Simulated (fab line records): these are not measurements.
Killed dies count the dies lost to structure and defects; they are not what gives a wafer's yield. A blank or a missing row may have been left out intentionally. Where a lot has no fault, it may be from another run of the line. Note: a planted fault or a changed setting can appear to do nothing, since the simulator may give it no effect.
Problem report, 8D (eight disciplines) form, completed by code + flow n5-finfet + the parts of the form that need people (team, actions taken, sign-off) are left out

1. THE PROBLEM
Wafers without a fault read 1499.9 rpm, standard deviation 0.88; spin-speed-rpm at N5_BEOL_M13_COAT_65 reads a mean of 1381.3 rpm on 9 wafers belonging to 3 lots. That is -99 or more standard deviations from the usual mean.
The step: time 60 s, resist thk 350 nm.
First observed at day 15 17:08: wafer L142.2, on litho-track-01. Wafers with a number at this step in the record: 36, from 12 lots. The rule behind "out" and "out of limits": a value lying over 4 standard deviations away from the usual mean. The rest of the wafers with a number are treated as sound.

2. WHAT THIS IS AND IS NOT
| question                    | is                     | is not                                                                          |
|-----------------------------|------------------------|---------------------------------------------------------------------------------|
| which readings at this step | spin-speed-rpm         | chill-plate-temp-C                                                              |
| which lots                  | L142, L144, L150       | L130, L131, L132, L134, L135, L137, L151, L152, L153                            |
| which wafers of those lots  | all that have a number | -                                                                               |
| read on which tools         | litho-track-01         | litho-track-03, litho-track-05                                                  |
| when                        | from day 15 17:08      | up to then (18 sound wafers); but 9 sound wafers of L151, L152, L153 came after |

3. SUSPECTS, AND WHAT RULES EACH OUT
Counting: any tool at a process step up to the reading is kept as a suspect provided that every lot that is out went through it and no sound lot did after the first of them.
- litho-track-01 at N5_BEOL_M13_COAT_65 (time 60 s, resist thk 350 nm): kept. Every lot that is out went through it, starting with L142 (day 15 17:08), and after that it ran no sound lot; the last sound lot it ran before then is L134 (day 13 10:32). Its own readings are out on those wafers: spin-speed-rpm.
The count leaves litho-track-01 at N5_BEOL_M13_COAT_65.

4. THE CAUSE (what the simulator had put in)
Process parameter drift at N5_BEOL_M13_COAT_65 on litho-track-01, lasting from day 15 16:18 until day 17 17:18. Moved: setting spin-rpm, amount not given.
The count eliminated every tool but this one.

5. THE EFFECT CHAIN, in route order
Each row: a reading whose mean over the struck wafers that have a number lies more than 3 standard deviations from the usual. Readings are gone through only where the record gives a usual standard deviation; hours: the median, over the lots, of the time from a lot's start at the first step in this table giving one to that lot's start at this step; sigmas: the change measured in usual standard deviations.
| hours | step                | reading        | usual      | on struck wafers | change | sigmas      |
|-------|---------------------|----------------|------------|------------------|--------|-------------|
| 0     | N5_BEOL_M13_COAT_65 | spin-speed-rpm | 1499.9 rpm | 1381.3           | -118.6 | -99 or more |
Here are the process steps it includes:
- N5_BEOL_M13_COAT_65: time 60 s, resist thk 350 nm.

6. HOW IT WOULD HAVE BEEN CAUGHT EARLIER
In this record the first reading out of limits was taken at day 15 17:08, 1 hour after the fault began at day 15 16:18.
